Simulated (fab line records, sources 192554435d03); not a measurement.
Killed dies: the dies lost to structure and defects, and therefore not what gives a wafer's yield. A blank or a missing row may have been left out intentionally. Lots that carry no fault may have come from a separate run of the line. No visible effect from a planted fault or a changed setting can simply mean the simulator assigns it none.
fab line records | flow n5_finfet
[record] lots = 14 wafers = 36 last_day = 17
route steps=1938 shown BEOL_M5@1189 BEOL_M6@1204
lots untouched by any fault: they come from a run of this same line in which no faults occurred
start_h: start of the lot's first displayed wafer, in hours after the record's first day | wait_h: how many hours have passed since the lot's step before this one | " identical to the entry in the row above | L1.1+2: a row that stands for several wafers | - no value present, or no start provided | * or withheld: withheld | < > ~ a bound
route shown NAME@n: NAME is a module with steps in the file, n the number in the route of the first one | usual: average and standard deviation across the fault-free wafers | same: alike in all rows | chamber/n: place in a boat | sites: each site's reading | _std_site: standard deviation across them | _edge_site: the outer-site mean with the inner-site mean subtracted | radius_mm: how far each site lies from the wafer's centre | mask NAME#n: copy n | behind: the last tool/chamber to shape the wafer | hold: the reason the lot was held/the length of the hold in hours/how it ended | device: the transistor (n, p or np) that didn't switch | end of line: tests run on the same wafers once the route is complete | for a step that has no rows: nothing shown but its recipe | killed: the dies lost at the first sort to structure and to defects; this is not the yield of the wafer | map: per-die view of a wafer (x killed, . not killed, _ where there is no die)
set.NAME: the setting the step ran with; set.NAME@STEP: the setting that earlier step ran with | model.NAME: the simulator's own value behind a step, which no gauge read
steps of the route over a sample of lots; a table a step, a row a wafer
services: when a tool's chamber went out of use (start_h, in hours from the record's first day, below 0 if earlier), for how many hours, and the reason
[[steps]]
[step N5_BEOL_M5_CO_CAP_78]
[recipe] material = Co target_thk_a = 20 temp_c = 200 precursor = CCTBA/H2 pressure_torr = 30 time_s = 102.1
[usual] heater_power_w = 232/25
// columns lot.wafer tool chamber start_h wait_h heater_power_w
L614.1 cvd_co-01 0 188.62 0.0 248
L614.3 " 2 " " 204
L616.1 cvd_co-01 2 213.63 0.0 198
L616.2 " 0 " " 244
L616.5 " 2 " " 199
L617.1 cvd_co-02 1 215.23 0.0 231
L617.5 " 0 " " 256
L617.6 " 1 " " 229
L618.1 cvd_co-01 1 219.49 0.0 200
L618.2 " 2 " " 203
L618.6 " 2 " " 198
L619.3 cvd_co-01 1 222.53 0.1 201
L619.4 " 2 " " 203
L619.5 " 2 " " 202
L621.4 cvd_co-02 2 247.06 0.0 256
L621.5 " 0 " " 257
L621.6 " 1 " " 228
L623.3 cvd_co-01 0 249.84 0.0 249
L623.6 " 0 " " 246
L622.2 cvd_co-01 0 252.68 0.0 247
L622.4 " 2 " " 198
L622.5 " 1 " " 201
L626.1 cvd_co-02 0 258.92 0.0 263
L626.5 " 1 " " 226
L626.6 " 2 " " 254
L630.3 cvd_co-02 1 297.02 0.0 233
L630.4 " 1 " " 226
L632.2 cvd_co-01 0 310.87 0.0 244
L632.5 " 2 " " 198
L633.4 cvd_co-02 0 316.14 0.0 256
L633.6 " 1 " " 231
L634.3 cvd_co-02 0 318.92 0.0 262
L634.6 " 1 " " 225
L635.1 cvd_co-02 0 323.57 0.0 261
L635.3 " 2 " " 257
L635.4 " 1 " " 227
[step N5_BEOL_M5_INSPECT_58]
[recipe] inspect_instrument = darkfield mode = post_dep
[usual] raw_defect_count = 70/25
// columns lot.wafer tool chamber start_h wait_h raw_defect_count
L614.1 defect_inspect-02 - 188.83 0.0 60
L614.3 " - " " 47
L616.1 defect_inspect-01 - 213.84 0.0 58
L616.2 " - " " 49
L616.5 " - " " 61
L617.1 defect_inspect-01 - 215.43 0.0 77
L617.5 " - " " 74
L617.6 " - " " 80
L618.1 defect_inspect-02 - 219.76 0.0 101
L618.2 " - " " 66
L618.6 " - " " 47
L619.3 defect_inspect-02 - 222.74 0.0 68
L619.4 " - " " 66
L619.5 " - " " 56
L621.4 defect_inspect-02 - 247.23 0.0 39
L621.5 " - " " 54
L621.6 " - " " 78
L623.3 defect_inspect-02 - 250.05 0.0 146
L623.6 " - " " 86
L622.2 defect_inspect-01 - 252.89 0.0 41
L622.4 " - " " 54
L622.5 " - " " 46
L626.1 defect_inspect-01 - 259.13 0.0 36
L626.5 " - " " 49
L626.6 " - " " 37
L630.3 defect_inspect-01 - 297.24 0.0 99
L630.4 " - " " 67
L632.2 defect_inspect-01 - 311.08 0.0 85
L632.5 " - " " 78
L633.4 defect_inspect-02 - 316.31 0.0 70
L633.6 " - " " 70
L634.3 defect_inspect-02 - 319.13 0.0 51
L634.6 " - " " 56
L635.1 defect_inspect-02 - 323.78 0.0 71
L635.3 " - " " 66
L635.4 " - " " 69
[step N5_BEOL_M6_EXPOSE_08]
[recipe] mask_id = M6 na = 1.35 source_shape = dipole sigma_inner = 0.817 sigma_outer = 0.97 polarization = te dose_mj = 68.25
[usual] exposure_dose_mJ_cm2 = 68.19/0.076
// columns lot.wafer tool chamber start_h wait_h mask exposure_dose_mJ_cm2
L614.1 arfi_scanner-01 0 190.84 - M6#0 68.32
L614.3 " 0 " " M6#0 68.29
L616.1 arfi_scanner-01 0 215.20 - M6#0 68.28
L616.2 " 0 " " M6#0 68.32
L616.5 " 0 " " M6#0 68.19
L617.1 arfi_scanner-01 0 217.30 - M6#0 62.26
L617.5 " 0 " " M6#0 62.42
L617.6 " 0 " " M6#0 62.38
L618.1 arfi_scanner-01 0 222.16 - M6#0 63.44
L618.2 " 0 " " M6#0 63.56
L618.6 " 0 " " M6#0 63.59
L619.3 arfi_scanner-01 0 225.37 - M6#0 64.45
L619.4 " 0 " " M6#0 64.36
L619.5 " 0 " " M6#0 64.34
L621.4 arfi_scanner-01 0 250.45 - M6#0 65.07
L621.5 " 0 " " M6#0 65.04
L621.6 " 0 " " M6#0 65.10
L623.3 arfi_scanner-03 0 252.58 - M6#0 68.16
L623.6 " 0 " " M6#0 68.26
L622.2 arfi_scanner-03 0 255.51 - M6#0 68.10
L622.4 " 0 " " M6#0 68.16
L622.5 " 0 " " M6#0 68.20
L626.1 arfi_scanner-02 0 261.62 - M6#0 68.21
L626.5 " 0 " " M6#0 68.14
L626.6 " 0 " " M6#0 68.15
L630.3 arfi_scanner-02 0 299.81 - M6#0 68.11
L630.4 " 0 " " M6#0 68.16
L632.2 arfi_scanner-03 0 313.18 - M6#0 68.19
L632.5 " 0 " " M6#0 68.17
L633.4 arfi_scanner-03 0 317.75 - M6#0 68.09
L633.6 " 0 " " M6#0 68.16
L634.3 arfi_scanner-03 0 321.40 - M6#0 68.25
L634.6 " 0 " " M6#0 68.23
L635.1 arfi_scanner-03 0 325.46 - M6#0 68.17
L635.3 " 0 " " M6#0 68.11
L635.4 " 0 " " M6#0 68.15
[step N5_BEOL_M6_CD_MEAS_11]
[recipe] target_cd_nm = 38.5 landing_energy_ev = 500 detector = se_inlens polarity = opening
[usual] cd_nm = 38.7/0.44
// columns lot.wafer tool chamber start_h wait_h cd_nm
L614.1 cd_sem-02 0 190.97 - 38.8
L614.3 " 0 " " 38.4
L616.1 cd_sem-02 0 215.33 - 39.0
L616.2 " 0 " " 38.2
L616.5 " 0 " " 39.2
L617.1 cd_sem-01 0 217.43 - 34.3
L617.5 " 0 " " 34.0
L617.6 " 0 " " 33.9
L618.1 cd_sem-02 0 222.29 - 35.6
L618.2 " 0 " " 35.8
L618.6 " 0 " " 35.5
L619.3 cd_sem-01 0 225.49 - 35.1
L619.4 " 0 " " 35.4
L619.5 " 0 " " 35.8
L621.4 cd_sem-01 0 250.56 - 36.4
L621.5 " 0 " " 36.7
L621.6 " 0 " " 36.7
L623.3 cd_sem-02 0 252.70 - 39.1
L623.6 " 0 " " 39.0
L622.2 cd_sem-01 0 255.63 - 39.2
L622.4 " 0 " " 39.3
L622.5 " 0 " " 39.1
L626.1 cd_sem-03 0 261.75 - 38.5
L626.5 " 0 " " 38.7
L626.6 " 0 " " 38.6
L630.3 cd_sem-02 0 299.93 - 38.7
L630.4 " 0 " " 38.6
L632.2 cd_sem-03 0 313.30 - 39.2
L632.5 " 0 " " 38.3
L633.4 cd_sem-01 0 317.86 - 37.9
L633.6 " 0 " " 38.4
L634.3 cd_sem-03 0 321.52 - 38.9
L634.6 " 0 " " 39.2
L635.1 cd_sem-01 0 325.59 - 38.6
L635.3 " 0 " " 39.2
L635.4 " 0 " " 38.6
[step N5_BEOL_M6_DESCUM_16]
[recipe] chemistry = O2 time_s = 7.9 source_power_w = 50 bias_power_w = 20 pressure_mtorr = 20 rf_frequency_hz = 2.712e+07 temp_c = 40 resist = CAR-ArF o2_flow_sccm = 225
[usual] drypump_motor_current_A = 5.8/0.39 oes_product_au = 0.83/0.048 rf_vpp_V = 243.8/1.4 showerhead_plenum_p_Torr = 2.14/0.07 throttle_valve_pct = 20.34/0.24
// columns lot.wafer tool chamber start_h wait_h drypump_motor_current_A oes_product_au rf_hours_counter_h rf_vpp_V showerhead_plenum_p_Torr throttle_valve_pct
L614.1 rie_diel-03 3 191.34 0.3 5.6 0.83 58 244.5 2.13 20.33
L614.3 " 2 " " 5.5 0.88 40 243.8 2.22 20.56
L616.1 rie_diel-03 1 215.42 0.0 5.6 0.91 26 245.9 2.25 20.41
L616.2 " 2 " " 5.5 0.88 49 245.7 2.21 20.58
L616.5 " 0 " " 6.2 0.82 - 242.1 2.09 20.66
L617.1 rie_diel-06 0 217.66 0.2 6.1 0.84 69 245.7 2.23 20.12
L617.5 " 3 " " 5.8 0.83 - 245.4 2.18 20.08
L617.6 " 0 " " 6.1 0.83 - 245.8 2.23 20.14
L618.1 rie_diel-03 2 222.38 0.0 5.5 0.87 51 244.8 2.21 20.58
L618.2 " 0 " " 6.1 0.81 111 244.5 2.09 20.67
L618.6 " 3 " " 5.7 0.83 - 244.3 2.13 20.33
L619.3 rie_diel-06 3 225.58 0.0 5.8 0.84 88 244.9 2.18 20.09
L619.4 " 0 " " 6.2 0.82 71 243.8 2.23 20.14
L619.5 " 2 " " 5.1 0.86 - 244.1 2.13 19.97
L621.4 rie_diel-06 0 250.91 0.3 6.1 0.83 81 246.5 2.22 20.16
L621.5 " 3 " " 5.8 0.82 - 245.5 2.18 20.10
L621.6 " 0 " " 6.1 0.82 - 245.3 2.22 20.16
L623.3 rie_diel-06 1 252.78 0.0 6.1 0.75 128 242.1 2.03 20.54
L623.6 " 1 " " 6.1 0.76 - 242.0 2.03 20.54
L622.2 rie_diel-06 3 255.72 0.0 5.8 0.82 99 245.5 2.18 20.09
L622.4 " 1 " " 6.1 0.75 129 241.6 2.03 20.55
L622.5 " 3 " " 5.8 0.82 - 245.6 2.18 20.10
L626.1 rie_diel-03 0 261.83 0.0 6.2 0.80 125 243.7 2.08 20.67
L626.5 " 2 " " 5.5 0.85 - 245.8 2.21 20.59
L626.6 " 3 " " 5.6 0.81 - 242.9 2.13 20.35
L630.3 rie_diel-02 3 300.88 0.9 4.9 0.76 133 243.3 2.11 20.21
L630.4 " 0 " " 6.4 0.86 73 241.8 2.02 20.63
L632.2 rie_diel-06 2 313.40 0.1 5.1 0.81 76 243.3 2.12 20.01
L632.5 " 0 " " 6.2 0.78 - 245.2 2.21 20.19
L633.4 rie_diel-03 1 318.00 0.1 5.6 0.84 65 246.7 2.24 20.47
L633.6 " 0 " " 6.2 0.79 - 243.9 2.08 20.69
L634.3 rie_diel-03 3 321.60 0.0 5.6 0.79 104 245.7 2.12 20.38
L634.6 " 3 " " 5.6 0.79 - 243.7 2.12 20.39
L635.1 rie_diel-02 3 325.68 0.0 4.9 0.76 141 241.5 2.11 20.22
L635.3 " 1 " " 5.7 0.88 37 243.8 2.12 19.96
L635.4 " 0 " " 6.4 0.85 81 242.5 2.02 20.64
[step N5_BEOL_M6_CD_MEAS_18]
[recipe] pitch_nm = 80 target_cd_nm = 40
[usual] cd_nm = 40.3/0.59
// columns lot.wafer tool chamber start_h wait_h cd_nm
L614.1 cd_sem-01 - 191.97 0.0 40.2
L614.3 " - " " 40.1
L616.1 cd_sem-03 - 215.88 0.0 39.7
L616.2 " - " " 39.7
L616.5 " - " " 40.5
L617.1 cd_sem-03 - 218.37 0.0 35.6
L617.5 " - " " 35.8
L617.6 " - " " 35.6
L618.1 cd_sem-03 - 222.83 0.0 37.2
L618.2 " - " " 37.3
L618.6 " - " " 37.0
L619.3 cd_sem-03 - 226.04 0.1 36.6
L619.4 " - " " 37.2
L619.5 " - " " 37.3
L621.4 cd_sem-03 - 251.37 0.1 38.1
L621.5 " - " " 38.9
L621.6 " - " " 38.2
L623.3 cd_sem-03 - 253.36 0.1 39.9
L623.6 " - " " 39.1
L622.2 cd_sem-01 - 256.23 0.1 41.6
L622.4 " - " " 40.4
L622.5 " - " " 41.4
L626.1 cd_sem-01 - 262.36 0.0 40.4
L626.5 " - " " 40.4
L626.6 " - " " 39.8
L630.3 cd_sem-01 - 301.46 0.1 41.0
L630.4 " - " " 41.2
L632.2 cd_sem-02 - 314.00 0.1 40.8
L632.5 " - " " 40.4
L633.4 cd_sem-02 - 318.47 0.1 39.4
L633.6 " - " " 40.6
L634.3 cd_sem-02 - 322.07 0.1 39.8
L634.6 " - " " 41.1
L635.1 cd_sem-02 - 326.14 0.0 40.4
L635.3 " - " " 40.5
L635.4 " - " " 41.0
[[services]]
// columns tool chamber start_h hours kind
arfi_scanner-01 - 165.27 0.5 repair
arfi_scanner-02 - 171.28 0.8 pm
rie_diel-02 2 177.14 9.3 repair
rie_diel-02 1 178.63 14.1 repair
arfi_scanner-03 - 185.90 4.9 pm
rie_diel-03 1 186.86 6.5 repair
arfi_scanner-02 - 187.38 6.0 pm
arfi_scanner-03 - 192.77 17.3 pm
rie_diel-03 1 202.38 5.7 repair
rie_diel-03 - 207.12 0.4 repair
arfi_scanner-03 - 210.10 1.0 pm
arfi_scanner-03 - 215.57 1.0 pm
arfi_scanner-01 - 215.73 0.3 repair
arfi_scanner-01 - 216.05 0.9 repair
arfi_scanner-01 - 229.24 2.0 repair
rie_diel-03 2 246.73 2.6 repair
arfi_scanner-01 - 266.13 1.0 pm
arfi_scanner-03 - 276.02 1.3 pm
arfi_scanner-01 - 279.96 1.0 pm
arfi_scanner-01 - 283.06 1.3 pm
arfi_scanner-03 - 293.53 0.8 pm
arfi_scanner-03 - 298.58 13.0 repair
cvd_co-02 - 304.18 6.9 pm
rie_diel-06 - 307.32 2.8 pm
[[key]]
[first_sign] step = N5_BEOL_M6_EXPOSE_08 reading = exposure_dose_mJ_cm2 direction = down sigmas = 57 usual = 68.19 struck = 63.83
[effect] step = N5_BEOL_M6_CD_MEAS_11 reading = cd_nm direction = down sigmas = 7.5 usual = 38.7 struck = 35.4 through = control_loop
[effect] step = N5_BEOL_M6_CD_MEAS_18 reading = cd_nm direction = down sigmas = 5.5 usual = 40.3 struck = 37.1 through = control_loop
met_at N5_BEOL_M6_EXPOSE_08
struck_lots L617,L618,L619,L621
rows_end L617.1,L617.5,L617.6,L618.1,L618.2,L618.6,L619.3,L619.4,L619.5
[loop_trim] step = N5_BEOL_M6_EXPOSE_08 setting = dose lots = L618,L619,L621
not_acting_at N5_BEOL_M5_CO_CAP_78,N5_BEOL_M5_INSPECT_58,N5_BEOL_M6_DESCUM_16
onset_between 215.20 217.30
[fault] kind = process_parameter_drift tool = arfi_scanner-01 chamber = - onset_h = 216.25 steps = N5_BEOL_M6_EXPOSE_08 channel = dose_mj offset = -5.8866 shape = step acts_in = these_recipes_only stated = 68.25
// rows_end: these wafers met a further fault down the route, and their rows from its step on are left out
// loop_trim: a control loop set the setting to another value than it would have without faults
